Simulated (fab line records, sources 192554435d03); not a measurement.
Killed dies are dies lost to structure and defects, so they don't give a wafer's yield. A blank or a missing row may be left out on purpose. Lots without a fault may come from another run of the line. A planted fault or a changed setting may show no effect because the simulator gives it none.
A struck lot beside a sound one | flow n5_finfet | 36 steps out of a route of 1938
Sound: wafers L360.3, L360.4, L360.6. Struck: wafers L351.1, L351.5. (L351.4 of the same lot was not struck and is left out.) The cause comes at the end.
At each step with rows: each side's tool, then ch and its chambers, then its first start. Under that, the readings that differ: sound wafers | struck wafers | difference of the means | sigmas: that difference in standard deviations of wafers without a fault.
alike: readings whose means differ by less than 2 such deviations, and words and numbers that are the same on both sides. not compared: withheld readings, readings that some wafer has no value for, bounds like >300 that may hide the same value, and numbers for which the record gives no deviation and whose values overlap.
The two part at a step that has a row with sigmas, a row that says differs or no value, or rows on one side only. Numbers that don't overlap but have no deviation are shown without sigmas and don't part them. A reading that every wafer of one side lacks parts them only if that side has two wafers or more.

first, 9 steps without rows for these wafers: N5_BEOL_M13_PRE_CLEAN_42 (time 30 s); N5_BEOL_M13_SPUTTER_43 (material TaN, target thk 15 nm, time 24.19 s); N5_BEOL_M13_SPUTTER_44 (material Ta, target thk 10 nm, time 16.13 s); N5_BEOL_M13_SPUTTER_45 (material Cu, target thk 80 nm, time 13.33 s); N5_BEOL_M13_ECD_47 (material Cu, target thk 936 nm); N5_BEOL_M13_ANNEAL_48 (time 90 s); N5_BEOL_M13_CMP_49 (polishes, stops on SiOC, t overpolish 17.1 s, target thk 420 nm); N5_BEOL_M13_PRE_CLEAN_52 (time 15 s); N5_BEOL_M13_DEP_53 (deposits SiCN from 3MS/NH3, target thk 50 nm, time 17.8 s).
N5_BEOL_M14_ILD_DEP_00: deposits SiO2 from TEOS/O2, target thk 1119.3 nm, time 237.4 s.
  sound on pecvd-03 ch 1,2, day 17 05:32; struck on pecvd-01 ch 0,2, day 14 16:53
  reading                                       | sound             | struck      | difference | sigmas
  run_length_s (s)                              | 279.9 280.0 280.1 | 316.0 315.9 | +35.9      | +61
  model.SiO2_of_BEOL_M14_ILD_DEP_00.thk_nm (nm) | 1110 1133 1130    | 1293 1280   | +162       |
  alike: heater_power_outer_w, heater_power_w, rf_fwd_power_W, showerhead_plenum_p_Torr, throttle_valve_pct
N5_BEOL_M14_THK_MEAS_01:
  sound on film_metro-01, day 17 05:44; struck on film_metro-01, day 14 17:05
  reading          | sound          | struck    | difference | sigmas
  M14_ILD_THK (nm) | 1111 1134 1132 | 1293 1279 | +160       | +9
then, 10 steps without rows for these wafers: N5_BEOL_M14_COAT_58 (time 60 s, resist thk 89 nm); N5_BEOL_M14_COAT_04 (resist thk 800 nm); N5_BEOL_M14_EBR_06; N5_BEOL_M14_SOFTBAKE_05 (time 60 s); N5_BEOL_M14_EXPOSE_07 (exposes mask V13); N5_BEOL_M14_PEB_08 (peb time 90 s); N5_BEOL_M14_DEVELOP_09 (develop time 45 s); N5_BEOL_M14_HARDBAKE_14 (time 120 s); N5_BEOL_M14_DESCUM_15 (chemistry O2, time 7.9 s); N5_BEOL_M14_ETCH_59 (etches BARC in N2/H2, target depth 89 nm, overetch 26.7 nm, time 67.9 s).
N5_BEOL_M14_VIA_ETCH_16: etches SiO2 in C4F8/O2/Ar, target depth 1231.3 nm.
  sound on rie_diel-05 ch 1,2, day 17 06:23; struck on rie_diel-06 ch 0,3, day 14 17:41
  reading                                    | sound           | struck      | difference | sigmas
  model.etch.depth_nm (nm)                   | 1110 1133 1130  | 1293 1280   | +162       |
  model.coat_of_BEOL_M14_COAT_04.thk_nm (nm) | 445.2 457.8 441 | 416.2 417.8 | -31.0      |
  alike: chamber_pressure_mTorr, drypump_motor_current_A, oes_product_au, rf_fwd_power_W, rf_vpp_V, showerhead_plenum_p_Torr, throttle_valve_pct
then, 13 steps without rows for these wafers: N5_BEOL_M14_STRIP_63 (strips in O2); N5_BEOL_M14_STRIP_64 (strips in O2); N5_BEOL_M14_STRIP_71 (strips in post etch residue remover, time 60 s); N5_BEOL_M14_SRD_72 (time 30 s, dry time 30 s); N5_BEOL_M14_COAT_65 (time 60 s, resist thk 450 nm); N5_BEOL_M14_COAT_66 (time 60 s, resist thk 110 nm); N5_BEOL_M14_COAT_22 (resist thk 300 nm); N5_BEOL_M14_EBR_24; N5_BEOL_M14_SOFTBAKE_23 (time 60 s); N5_BEOL_M14_EXPOSE_25 (exposes mask M14, target cd 280 nm); N5_BEOL_M14_PEB_26 (peb time 90 s); N5_BEOL_M14_DEVELOP_27 (develop time 45 s); N5_BEOL_M14_HARDBAKE_32 (time 120 s).
N5_BEOL_M14_CMP_49: polishes, stops on SiO2, t overpolish 5.2 s, target thk 560 nm.
  sound on cmp-04 ch 1,2,3, day 17 09:52; struck on cmp-01 ch 0,1, day 15 00:25
  reading                                       | sound          | struck    | difference | sigmas
  model.SiO2_of_BEOL_M14_ILD_DEP_00.thk_nm (nm) | 1033 1052 1053 | 1211 1197 | +158       |
  alike: clearing_platen_down_force_psi, clearing_platen_rpm, motor_current_A, retaining_ring_pressure_frac
  not compared: pad_life_wafers

WHERE THEY PART
First at N5_BEOL_M14_ILD_DEP_00; last, within this record, at N5_BEOL_M14_THK_MEAS_01. Later steps at which nothing parts them and some readings are alike: N5_BEOL_M14_VIA_ETCH_16, N5_BEOL_M14_CMP_49.

WHY: what the simulator had put in
Process parameter drift: pecvd-01, from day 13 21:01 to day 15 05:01, at N5_BEOL_M14_ILD_DEP_00. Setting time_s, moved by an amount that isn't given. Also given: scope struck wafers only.
